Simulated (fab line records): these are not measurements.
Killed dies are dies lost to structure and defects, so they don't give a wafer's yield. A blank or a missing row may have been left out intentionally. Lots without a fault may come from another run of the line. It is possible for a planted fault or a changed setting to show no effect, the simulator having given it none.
fab line records	flow nand_harc
record lots=7	wafers=21	last_day=24
route steps=1159 shown A_ZERO_WELL@393 END@1159
lots that met no fault: from a run of the same line without faults
start_h: start of the lot's first displayed wafer, in hours after the record's first day	wait_h: time in hours since the lot's previous step	" the same as in the row above	L1.1+2: a row that stands for several wafers	- no value, or no start given	* or withheld: withheld	< > ~ a bound
route shown NAME@n: a module of which the file shows steps, and the number in the route of the first	usual: average and standard deviation across the fault-free wafers	same: alike in all rows	chamber/n: place in a boat	sites: the reading at each site	_std_site: standard deviation of those values	_edge_site: mean of outer sites minus mean of inner sites	radius_mm: for every site, how far away it sits from the centre of the wafer	mask NAME#n: copy n	behind: tool/chamber where the wafer was last shaped	hold: what put the lot on hold/how long, in hours/how the hold closed	device: the transistor (n, p or np) that didn't switch	end of line: at the end of the route, the tests of the same wafers	a step without rows: its recipe alone	killed: at the first sort, the dies lost to defects and structure; wafer yield is something else	map: per-die view of a wafer (x killed, . not killed, _ where there is no die)
set.NAME: the setting as run; set.NAME@STEP: as run at that earlier step	model.NAME: the simulator's own value behind a step, which no gauge read
lots at some steps of the route; a table a step, a row a wafer
services: when a tool's chamber went out of use (start_h, in hours from the record's first day, below 0 if earlier), for how many hours, and the reason
## steps
# step NHARC_A_ZERO_WELL_HMDS_03
# recipe time_s=30
# step NHARC_A_ZERO_WELL_COAT_18
# recipe temp_c=200	time_s=65
# step NHARC_A_ZERO_WELL_COAT_04
# recipe spin_rpm=2000	resist_thk_nm=600
# step NHARC_A_ZERO_WELL_SOFTBAKE_05
# recipe temp_c=125	time_s=70
# step NHARC_A_ZERO_WELL_EBR_06
# step NHARC_A_ZERO_WELL_EXPOSE_07
# recipe na=0.55	dose_mj=33.85	mask_id=A_ZERO
# step NHARC_A_ZERO_WELL_PEB_08
# recipe peb_temp_c=128	peb_time_s=80
# step NHARC_A_ZERO_WELL_DEVELOP_09
# recipe time_s=50	dev_temp_c=22
# step NHARC_A_ZERO_WELL_CD_MEAS_10
# recipe target_cd_nm=2000	landing_energy_ev=500
# usual cd_nm=2000.0/1.2
lot.wafer	tool	chamber	start_h	wait_h	cd_nm
L491.1	cd_sem-02	0	149.47	-	2000.6
L491.3	"	0	"	"	2000.5
L491.4	"	0	"	"	2000.5
L492.2	cd_sem-01	0	155.69	-	2000.7
L492.3	"	0	"	"	2000.9
L492.6	"	0	"	"	2001.1
L499.2	cd_sem-01	0	212.57	-	2000.4
L499.4	"	0	"	"	2000.2
L499.5	"	0	"	"	2000.4
L502.1	cd_sem-01	0	213.37	-	2001.0
L502.3	"	0	"	"	2001.1
L502.6	"	0	"	"	2002.2
L501.3	cd_sem-01	0	214.65	-	2000.7
L501.5	"	0	"	"	2001.2
L501.6	"	0	"	"	1999.4
L511.2	cd_sem-01	0	263.41	-	2000.0
L511.5	"	0	"	"	1999.0
L511.6	"	0	"	"	2000.2
L510.2	cd_sem-02	0	264.63	-	2001.0
L510.5	"	0	"	"	2000.3
L510.6	"	0	"	"	2002.1
# step NHARC_A_ZERO_WELL_HARDBAKE_11
# recipe temp_c=118	time_s=65
# step NHARC_A_ZERO_WELL_DESCUM_12
# recipe time_s=3	o2_flow_sccm=200	ar_flow_sccm=0	bias_power_w=0	chemistry=O2
# usual chamber_pressure_mTorr=60.00/0.054	drypump_motor_current_A=5.7/0.51	o2_flow_sccm=200.1/0.57	oes_product_au=0.997/0.0068	rf_vpp_V=57.9/0.79	showerhead_plenum_p_Torr=1.93/0.083	throttle_valve_pct=11.309/0.0081
lot.wafer	tool	chamber	start_h	wait_h	chamber_pressure_mTorr	drypump_motor_current_A	o2_flow_sccm	oes_product_au	rf_hours_counter_h	rf_vpp_V	showerhead_plenum_p_Torr	throttle_valve_pct
L491.4	rie_diel-02	0	149.63	-	60.06	5.5	200.8	1.005	8	57.0	1.85	11.293
L491.3	"	1	"	"	60.09	6.4	200.2	0.989	10	57.3	1.94	11.320
L491.1	"	3	"	"	60.01	5.9	200.6	1.012	11	58.8	2.03	11.322
L492.2	rie_diel-04	3	155.85	-	60.01	6.0	200.2	1.009	4	57.3	1.78	11.304
L492.3	"	1	"	"	59.96	5.0	200.0	0.996	4	57.0	1.94	11.305
L492.6	"	0	"	"	60.03	5.3	199.2	1.005	-	57.5	1.92	11.306
L499.2	rie_diel-02	0	212.74	-	59.98	5.4	201.4	0.995	4	57.6	1.85	11.316
L499.4	"	1	"	"	59.83	6.4	200.2	0.993	4	58.3	1.94	11.296
L499.5	"	0	"	"	60.00	5.4	200.2	0.998	-	58.9	1.85	11.313
L502.3	rie_diel-04	1	213.53	-	60.04	5.0	200.0	0.997	10	58.0	1.93	11.305
L502.1	"	2	"	"	60.08	6.0	199.7	0.989	10	58.2	1.98	11.315
L502.6	"	2	"	"	59.97	6.1	200.1	1.002	-	58.4	1.98	11.312
L501.3	rie_diel-07	1	214.83	-	60.02	4.7	200.2	0.997	11	57.6	1.78	11.303
L501.5	"	2	"	"	60.05	6.4	200.5	0.996	-	57.4	2.03	11.321
L501.6	"	3	"	"	59.95	5.6	200.5	1.009	-	58.9	2.04	11.311
L511.2	rie_diel-07	0	263.59	-	59.98	5.4	199.5	1.005	2	58.7	1.91	11.309
L511.5	"	1	"	"	59.95	4.7	200.0	1.010	-	57.1	1.78	11.310
L511.6	"	2	"	"	60.10	6.4	199.7	0.993	-	59.6	2.02	11.312
L510.2	rie_diel-07	1	264.81	-	59.93	4.7	200.3	1.001	2	57.7	1.78	11.307
L510.5	"	2	"	"	59.97	6.4	199.6	1.003	-	58.7	2.02	11.311
L510.6	"	3	"	"	59.99	5.6	200.3	1.003	-	58.5	2.04	11.312
# step NHARC_A_ZERO_WELL_ETCH_19
# recipe target_depth_a=800	overetch_a=240	time_s=87.88	ion_energy_ev=200	n2_flow_sccm=150	h2_flow_sccm=150	ar_flow_sccm=0	rf_w=400	bias_w=150	chemistry=N2/H2
# usual bias_w=150.0/0.42	chamber_pressure_mTorr=30.00/0.035	drypump_motor_current_A=5.7/0.51	oes_product_au=0.998/0.0084	rf_vpp_V=431.0/2.8	showerhead_plenum_p_Torr=2.06/0.093	throttle_valve_pct=14.171/0.009
lot.wafer	tool	chamber	start_h	wait_h	bias_w	chamber_pressure_mTorr	drypump_motor_current_A	oes_product_au	rf_hours_counter_h	rf_vpp_V	showerhead_plenum_p_Torr	throttle_valve_pct
L491.3	rie_diel-02	2	149.72	0.1	150.0	30.01	5.8	1.000	10	429.9	2.09	14.168
L491.1	"	3	"	"	150.3	30.03	5.9	1.001	11	436.1	2.17	14.164
L491.4	"	1	"	"	149.9	30.03	6.4	0.993	10	430.6	2.06	14.187
L492.2	rie_diel-04	1	155.95	0.1	150.0	30.01	5.0	0.995	4	430.7	2.06	14.189
L492.3	"	2	"	"	150.1	29.99	6.1	0.996	4	433.2	2.12	14.150
L492.6	"	3	"	"	149.6	30.01	6.0	1.009	-	425.5	1.89	14.162
L499.4	rie_diel-02	3	212.82	0.1	149.5	29.94	5.9	1.000	4	434.1	2.17	14.167
L499.2	"	2	"	"	150.3	29.96	5.9	1.005	4	432.3	2.08	14.174
L499.5	"	3	"	"	150.0	29.99	6.0	1.007	-	433.6	2.17	14.186
L502.1	rie_diel-04	1	213.61	0.1	150.0	30.03	5.0	1.003	10	432.7	2.06	14.164
L502.3	"	3	"	"	150.4	29.97	6.0	1.000	8	426.1	1.89	14.184
L502.6	"	2	"	"	150.1	30.00	6.0	0.997	-	433.1	2.12	14.167
L501.3	rie_diel-07	2	214.90	0.1	150.3	30.04	6.4	0.981	10	433.9	2.16	14.169
L501.6	"	1	"	"	150.1	29.96	4.7	0.994	-	425.8	1.90	14.174
L501.5	"	2	"	"	149.8	30.03	6.4	0.979	-	433.8	2.16	14.167
L511.2	rie_diel-07	1	263.67	0.1	150.0	29.99	4.7	1.007	2	426.3	1.89	14.172
L511.6	"	3	"	"	149.8	29.96	5.7	1.005	-	433.5	2.18	14.149
L511.5	"	0	"	"	150.3	29.99	5.4	1.009	-	430.2	2.04	14.176
L510.2	rie_diel-07	2	264.89	0.1	149.4	30.00	6.4	0.995	2	434.2	2.16	14.168
L510.6	"	3	"	"	149.5	29.98	5.6	1.010	-	433.8	2.18	14.178
L510.5	"	0	"	"	149.2	29.98	5.4	1.009	-	432.5	2.04	14.164
# step NHARC_A_ZERO_WELL_ETCH_13
# recipe target_depth_a=1200	time_s=40.1	hbr_flow_sccm=150	cl2_flow_sccm=50	rf_w=400	icp_w=400	bias_w=100	chemistry=HBr/Cl2
# usual bias_w=100.01/0.27	chamber_pressure_mTorr=15.000/0.013	drypump_motor_current_A=5.9/0.51	he_backside_leak_sccm=2.71/0.22	mfc_cl2_sccm=50.00/0.16	oes_product_au=1.000/0.0075	throttle_valve_pct=26.405/0.0082
lot.wafer	tool	chamber	start_h	wait_h	bias_w	chamber_pressure_mTorr	drypump_motor_current_A	he_backside_leak_sccm	mfc_cl2_sccm	oes_product_au	rf_hours_counter_h	throttle_valve_pct
L491.4	rie_si-04	1	149.84	-	99.73	15.004	6.7	2.73	49.98	0.998	0.3	26.399
L491.1	"	2	"	"	100.29	15.019	6.2	2.83	49.80	1.001	0.3	26.407
L491.3	"	3	"	"	100.14	15.023	5.8	2.94	50.09	1.000	0.2	26.402
L492.2	rie_si-06	2	156.06	-	100.14	15.003	5.9	2.32	49.86	0.997	1.2	26.396
L492.3	"	3	"	"	99.63	14.973	6.1	2.45	50.01	0.990	1.0	26.407
L492.6	"	1	"	"	99.97	15.005	6.2	3.07	49.96	0.991	-	26.399
L499.2	rie_si-04	0	212.94	-	-	-	-	-	-	-	-	-
L499.4	"	1	"	"	-	-	-	-	-	-	-	-
L499.5	"	1	"	"	-	-	-	-	-	-	-	-
L502.3	rie_si-04	0	213.73	-	-	-	-	-	-	-	-	-
L502.1	"	2	"	"	-	-	-	-	-	-	-	-
L502.6	"	0	"	"	-	-	-	-	-	-	-	-
L501.3	rie_si-03	3	215.05	-	-	-	-	-	-	-	-	-
L501.5	"	0	"	"	-	-	-	-	-	-	-	-
L501.6	"	1	"	"	-	-	-	-	-	-	-	-
L511.2	rie_si-03	1	263.80	-	99.57	14.988	5.5	2.37	50.09	0.999	0.7	26.405
L511.6	"	3	"	"	100.17	14.992	6.0	2.55	49.91	1.007	-	26.405
L511.5	"	0	"	"	99.62	15.008	5.7	2.48	49.89	1.001	-	26.399
L510.2	rie_si-04	2	264.99	-	99.99	15.006	6.2	2.85	49.69	0.999	1.1	26.406
L510.6	"	2	"	"	99.79	15.006	6.2	2.91	49.92	0.994	-	26.413
L510.5	"	3	"	"	99.99	14.991	5.8	2.86	49.96	0.990	-	26.414
# step NHARC_A_ZERO_WELL_STRIP_14
# recipe time_s=900	temp_c=130	chemistry=SPM
# step NHARC_END_SORT_01
# recipe temp_c=25
# usual killed_at_array=27/10	killed_at_other=0.6/1	killed_at_periphery=3.4/2.7	killed_dies=31/9.7	killed_open=3.4/1.7	killed_short=2.2/1.5
# same gross_dies=677
lot.wafer	tool	chamber	start_h	wait_h	hold	killed_at_array	killed_at_other	killed_at_periphery	killed_dies	killed_open	killed_short
L491.1	prober-02	0	450.41	2.5	-	31	0	3	34	4	4
L491.3	prober-02	0	452.03	3.1	-	26	0	1	27	3	2
L491.4	prober-02	0	452.85	3.4	-	25	0	5	30	5	1
L492.2	prober-01	0	466.72	2.8	-	24	1	2	27	2	3
L492.3	prober-01	0	467.52	3.1	-	28	0	7	35	3	2
L492.6	prober-01	0	469.91	4.0	-	23	1	2	26	3	2
L501.3	prober-02	0	504.43	3.1	await_dispo/1.9h/scrap	675	1	1	677	4	3
L501.5	prober-02	0	506.04	3.7	await_dispo/1.9h/scrap	675	0	2	677	2	2
L501.6	prober-02	0	506.85	4.0	await_dispo/1.9h/scrap	675	0	2	677	3	1
L502.1	prober-02	0	526.27	2.5	await_dispo/1.9h/scrap	669	6	2	677	2	0
L502.3	prober-02	0	527.86	3.1	await_dispo/1.9h/scrap	673	3	1	677	3	2
L502.6	prober-02	0	530.25	4.0	await_dispo/1.9h/scrap	674	3	0	677	4	0
L499.2	prober-01	0	527.09	2.8	await_dispo/2.0h/scrap	675	0	2	677	5	1
L499.4	prober-01	0	528.71	3.4	await_dispo/2.0h/scrap	676	0	1	677	2	3
L499.5	prober-01	0	529.52	3.7	await_dispo/2.0h/scrap	673	1	3	677	4	2
L511.2	prober-02	0	567.82	2.8	-	23	0	12	35	5	0
L511.5	prober-02	0	570.19	3.6	-	22	0	13	35	7	2
L511.6	prober-02	0	570.97	3.9	-	21	0	4	25	1	2
L510.2	prober-02	0	575.59	2.8	-	56	0	7	63	3	3
L510.5	prober-02	0	578.02	3.7	-	43	0	4	47	4	0
L510.6	prober-02	0	578.83	4.0	-	40	0	4	44	3	4
# killed by level:class
L491.1 A_CHANNEL_HOLE_D1:chamber_film_flake=16 A_STAIRCASE:chamber_film_flake=5 A_CHANNEL_FILL_D1:geometric_particle:short=3 A_CONTACT:chamber_film_flake=3 A_CHANNEL_FILL_D1:geometric_particle:open=2 A_M0:geometric_particle:open=2 P_STI:geometric_particle:short=1 P_ZERO_WELL:chamber_film_flake=1
L491.3 A_CHANNEL_HOLE_D1:chamber_film_flake=12 A_CONTACT:chamber_film_flake=5 A_STAIRCASE:chamber_film_flake=3 A_CONTACT:geometric_particle:open=2 A_ONON_D1:geometric_particle:short=1 A_STAIRCASE:geometric_particle:open=1 A_WL_FILL:geometric_particle:short=1 P_GATE:chamber_film_flake=1
L491.4 A_CHANNEL_HOLE_D1:chamber_film_flake=8 A_STAIRCASE:chamber_film_flake=6 A_CONTACT:chamber_film_flake=5 P_CONTACT:geometric_particle:open=2 A_WL_FILL:chamber_film_flake=2 P_GATE:geometric_particle:open=1 A_SOURCE_PLATE:geometric_particle:open=1 A_WL_FILL:geometric_particle:short=1
L492.2 A_SLIT:chamber_film_flake=7 A_WL_FILL:chamber_film_flake=6 A_STAIRCASE:chamber_film_flake=3 A_CHANNEL_HOLE_D1:chamber_film_flake=2 A_M0:chamber_film_flake=2 P_CONTACT:geometric_particle:short=1 A_CHANNEL_FILL_D1:geometric_particle:open=1 A_CONTACT:geometric_particle:short=1
L492.3 A_SLIT:chamber_film_flake=13 A_STAIRCASE:chamber_film_flake=6 A_WL_FILL:chamber_film_flake=4 A_CHANNEL_HOLE_D1:chamber_film_flake=2 P_GATE:geometric_particle:open=1 P_M0:geometric_particle:open=1 P_M1:geometric_particle:short=1 A_WL_FILL:geometric_particle:short=1
L492.6 A_STAIRCASE:chamber_film_flake=7 A_SLIT:chamber_film_flake=7 P_GATE:geometric_particle:open=1 A_ONON_D1:geometric_particle:short=1 A_CHANNEL_HOLE_D1:geometric_particle:short=1 A_CHANNEL_FILL_D1:geometric_particle:open=1 A_M0:geometric_particle:open=1 P_CONTACT:chamber_film_flake=1
L501.3 A_ZERO_WELL:area_etch=652 A_CHANNEL_HOLE_D1:chamber_film_flake=4 A_STAIRCASE:chamber_film_flake=4 A_SLIT:chamber_film_flake=4 A_CONTACT:chamber_film_flake=4 A_BLC:geometric_particle:open=2 P_M0:geometric_particle:open=1 A_SOURCE_PLATE:geometric_particle:short=1
L501.5 A_ZERO_WELL:area_etch=657 A_STAIRCASE:chamber_film_flake=6 A_CONTACT:chamber_film_flake=4 A_CHANNEL_HOLE_D1:chamber_film_flake=3 A_SLIT:chamber_film_flake=3 P_M0:geometric_particle:short=2 A_CONTACT:geometric_particle:open=1 A_BLC:geometric_particle:open=1
L501.6 A_ZERO_WELL:area_etch=653 A_CONTACT:chamber_film_flake=7 A_SLIT:chamber_film_flake=5 A_STAIRCASE:chamber_film_flake=4 A_CHANNEL_HOLE_D1:chamber_film_flake=3 P_CONTACT:geometric_particle:open=1 A_ONON_D1:geometric_particle:open=1 A_SLIT:geometric_particle:open=1
L502.1 A_ZERO_WELL:area_etch=641 A_SLIT:chamber_film_flake=16 THIN_TSV:chamber_film_flake=6 A_CONTACT:chamber_film_flake=4 A_CHANNEL_HOLE_D1:chamber_film_flake=3 P_GATE:chamber_film_flake=2 A_WL_FILL:chamber_film_flake=2 A_CHANNEL_FILL_D1:geometric_particle:open=1
L499.2 A_ZERO_WELL:area_etch=628 A_CHANNEL_HOLE_D1:chamber_film_flake=24 A_SLIT:chamber_film_flake=14 A_CONTACT:geometric_particle:open=2 A_M0:geometric_particle:open=2 A_CONTACT:chamber_film_flake=2 A_WL_FILL:geometric_particle:open=1 A_CONTACT:geometric_particle:short=1
L502.3 A_ZERO_WELL:area_etch=643 A_SLIT:chamber_film_flake=15 A_STAIRCASE:chamber_film_flake=4 A_CHANNEL_HOLE_D1:chamber_film_flake=3 THIN_TSV:chamber_film_flake=3 A_WL_FILL:chamber_film_flake=2 A_CONTACT:chamber_film_flake=2 P_M1:geometric_particle:open=1
L499.4 A_ZERO_WELL:area_etch=633 A_CHANNEL_HOLE_D1:chamber_film_flake=19 A_SLIT:chamber_film_flake=17 A_WL_FILL:geometric_particle:short=2 A_ONON_D1:geometric_particle:short=1 A_CHANNEL_HOLE_D1:geometric_particle:open=1 A_CONTACT:geometric_particle:open=1 P_GATE:chamber_film_flake=1
L499.5 A_ZERO_WELL:area_etch=641 A_SLIT:chamber_film_flake=15 A_CHANNEL_HOLE_D1:chamber_film_flake=9 A_CONTACT:chamber_film_flake=3 P_CONTACT:geometric_particle:open=2 A_STAIRCASE:chamber_film_flake=2 P_M0:geometric_particle:short=1 A_CHANNEL_FILL_D1:geometric_particle:short=1
L502.6 A_ZERO_WELL:area_etch=649 A_SLIT:chamber_film_flake=11 A_CONTACT:chamber_film_flake=5 A_STAIRCASE:chamber_film_flake=3 THIN_TSV:chamber_film_flake=3 A_CHANNEL_HOLE_D1:chamber_film_flake=2 A_CHANNEL_FILL_D1:geometric_particle:open=1 A_WL_FILL:geometric_particle:open=1
L511.2 A_CHANNEL_HOLE_D1:chamber_film_flake=8 A_CONTACT:chamber_film_flake=6 A_WL_FILL:chamber_film_flake=5 P_STI:chamber_film_flake=3 P_GATE:chamber_film_flake=3 P_M1:chamber_film_flake=3 P_M0:geometric_particle:open=2 A_CONTACT:geometric_particle:open=1
L511.5 A_CONTACT:chamber_film_flake=7 P_M1:chamber_film_flake=5 A_STAIRCASE:chamber_film_flake=5 P_GATE:geometric_particle:open=3 A_CHANNEL_HOLE_D1:chamber_film_flake=3 P_STI:chamber_film_flake=2 P_CONTACT:geometric_particle:short=1 P_M0:geometric_particle:open=1
L511.6 A_CHANNEL_HOLE_D1:chamber_film_flake=9 P_M1:chamber_film_flake=4 A_WL_FILL:chamber_film_flake=3 A_CONTACT:chamber_film_flake=3 A_BONDPAD:chamber_film_flake=2 A_CHANNEL_FILL_D1:geometric_particle:short=1 A_CONTACT:geometric_particle:short=1 A_M0:geometric_particle:open=1
L510.2 A_CHANNEL_HOLE_D1:chamber_film_flake=23 A_SLIT:chamber_film_flake=19 A_CONTACT:chamber_film_flake=4 P_BONDPAD:chamber_film_flake=3 A_CHANNEL_FILL_D1:chamber_film_flake=3 A_STAIRCASE:chamber_film_flake=3 P_M1:chamber_film_flake=2 P_GATE:geometric_particle:short=1
L510.5 A_SLIT:chamber_film_flake=21 A_CHANNEL_HOLE_D1:chamber_film_flake=15 A_CONTACT:chamber_film_flake=3 P_GATE:geometric_particle:open=1 P_M2:geometric_particle:open=1 A_BLC:geometric_particle:open=1 A_M0:geometric_particle:open=1 P_GATE:chamber_film_flake=1
L510.6 A_CHANNEL_HOLE_D1:chamber_film_flake=20 A_SLIT:chamber_film_flake=8 A_CONTACT:chamber_film_flake=3 P_GATE:geometric_particle:short=2 A_ONON_D1:geometric_particle:open=2 P_BONDPAD:chamber_film_flake=2 A_CHANNEL_FILL_D1:chamber_film_flake=2 A_STAIRCASE:chamber_film_flake=2
# map L499.2 (x killed, . not)
____________x____________
_________xxxxxxx_________
_______xxxxxxxxxxx_______
______xxxxxxxxxxxxx______
_____xxxxxxxxxxxxxxx_____
____xxxxxxxxxxxxxxxxx____
____xxxxxxxxxxxxxxxxx____
___xxxxxxxxxxxxxxxxxxx___
___xxxxxxxxxxxxxxxxxxx___
__xxxxxxxxxxxxxxxxxxxxx__
__xxxxxxxxxxxxxxxxxxxxx__
_xxxxxxxxxxxxxxxxxxxxxxx_
_xxxxxxxxxxxxxxxxxxxxxxx_
_xxxxxxxxxxxxxxxxxxxxxxx_
_xxxxxxxxxxxxxxxxxxxxxxx_
_xxxxxxxxxxxxxxxxxxxxxxx_
xxxxxxxxxxxxxxxxxxxxxxxxx
xxxxxxxxxxxxxxxxxxxxxxxxx
xxxxxxxxxxxxxxxxxxxxxxxxx
xxxxxxxxxxxxxxxxxxxxxxxxx
xxxxxxxxxxxxxxxxxxxxxxxxx
_xxxxxxxxxxxxxxxxxxxxxxx_
_xxxxxxxxxxxxxxxxxxxxxxx_
_xxxxxxxxxxxxxxxxxxxxxxx_
_xxxxxxxxxxxxxxxxxxxxxxx_
_xxxxxxxxxxxxxxxxxxxxxxx_
__xxxxxxxxxxxxxxxxxxxxx__
__xxxxxxxxxxxxxxxxxxxxx__
___xxxxxxxxxxxxxxxxxxx___
___xxxxxxxxxxxxxxxxxxx___
____xxxxxxxxxxxxxxxxx____
____xxxxxxxxxxxxxxxxx____
_____xxxxxxxxxxxxxxx_____
______xxxxxxxxxxxxx______
_______xxxxxxxxxxx_______
_________xxxxxxx_________
____________x____________
# map L501.3 (x killed, . not)
____________x____________
_________xxxxxxx_________
_______xxxxxxxxxxx_______
______xxxxxxxxxxxxx______
_____xxxxxxxxxxxxxxx_____
____xxxxxxxxxxxxxxxxx____
____xxxxxxxxxxxxxxxxx____
___xxxxxxxxxxxxxxxxxxx___
___xxxxxxxxxxxxxxxxxxx___
__xxxxxxxxxxxxxxxxxxxxx__
__xxxxxxxxxxxxxxxxxxxxx__
_xxxxxxxxxxxxxxxxxxxxxxx_
_xxxxxxxxxxxxxxxxxxxxxxx_
_xxxxxxxxxxxxxxxxxxxxxxx_
_xxxxxxxxxxxxxxxxxxxxxxx_
_xxxxxxxxxxxxxxxxxxxxxxx_
xxxxxxxxxxxxxxxxxxxxxxxxx
xxxxxxxxxxxxxxxxxxxxxxxxx
xxxxxxxxxxxxxxxxxxxxxxxxx
xxxxxxxxxxxxxxxxxxxxxxxxx
xxxxxxxxxxxxxxxxxxxxxxxxx
_xxxxxxxxxxxxxxxxxxxxxxx_
_xxxxxxxxxxxxxxxxxxxxxxx_
_xxxxxxxxxxxxxxxxxxxxxxx_
_xxxxxxxxxxxxxxxxxxxxxxx_
_xxxxxxxxxxxxxxxxxxxxxxx_
__xxxxxxxxxxxxxxxxxxxxx__
__xxxxxxxxxxxxxxxxxxxxx__
___xxxxxxxxxxxxxxxxxxx___
___xxxxxxxxxxxxxxxxxxx___
____xxxxxxxxxxxxxxxxx____
____xxxxxxxxxxxxxxxxx____
_____xxxxxxxxxxxxxxx_____
______xxxxxxxxxxxxx______
_______xxxxxxxxxxx_______
_________xxxxxxx_________
____________x____________
## services
tool	chamber	start_h	hours	kind
rie_diel-04	0	128.57	15.5	repair
rie_diel-07	0	133.77	-	clean
rie_diel-07	1	133.77	-	clean
rie_diel-07	2	133.77	-	clean
rie_diel-07	3	133.77	-	clean
rie_diel-02	-	150.73	9.0	pm
rie_si-03	-	155.00	9.0	pm
rie_diel-07	0	158.27	-	clean
rie_diel-07	1	158.27	-	clean
rie_diel-07	2	158.27	-	clean
rie_diel-07	3	158.27	-	clean
rie_diel-02	3	161.05	3.9	repair
rie_diel-04	3	167.13	13.6	repair
rie_diel-07	0	182.77	-	clean
rie_diel-07	1	182.77	-	clean
rie_diel-07	2	182.77	-	clean
rie_si-06	-	183.00	9.0	pm
rie_diel-02	0	200.15	1.5	repair
rie_diel-04	-	205.11	3.9	repair
rie_diel-04	2	214.75	5.5	repair
rie_si-06	2	220.28	20.2	repair
rie_diel-07	-	228.27	9.0	pm
rie_diel-02	3	236.04	15.7	repair
rie_diel-04	2	236.48	1.3	repair
## key
first_sign step=NHARC_A_ZERO_WELL_ETCH_13	reading=tool_record	direction=missing
effect step=NHARC_END_SORT_01	reading=killed_dies	direction=up	sigmas=67	usual=31	struck=677
more_kills_born_at NHARC_A_ZERO_WELL_ETCH_13@rie_si-04=3835	NHARC_A_ZERO_WELL_ETCH_13@rie_si-03=1962
met_at NHARC_A_ZERO_WELL_ETCH_13
struck_wafers L499.2,L499.4,L499.5,L501.3,L501.5,L501.6,L502.1,L502.3,L502.6
later_rows_left_out L499.2,L499.4,L499.5,L501.3,L501.5,L501.6,L502.1,L502.3,L502.6
tester_left_out L499,L501,L502
onset_between 149.84 212.94
fault kind=skipped_step_whole	tool=rie_si-03,rie_si-04	chamber=-	onset_h=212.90	steps=NHARC_A_ZERO_WELL_ETCH_13	scope=struck_lots_only
# tester_left_out: of these lots the tester's yield and bins aren't shown, on N5 and GAA mostly nor the transistor test; their killed dies are dies lost to structure and defects alone, not to doping, threshold or leakage, so they don't give the yield
# later_rows_left_out: the simulator's readings of these wafers behind a module that went badly wrong aren't trusted and aren't shown, but for the sort
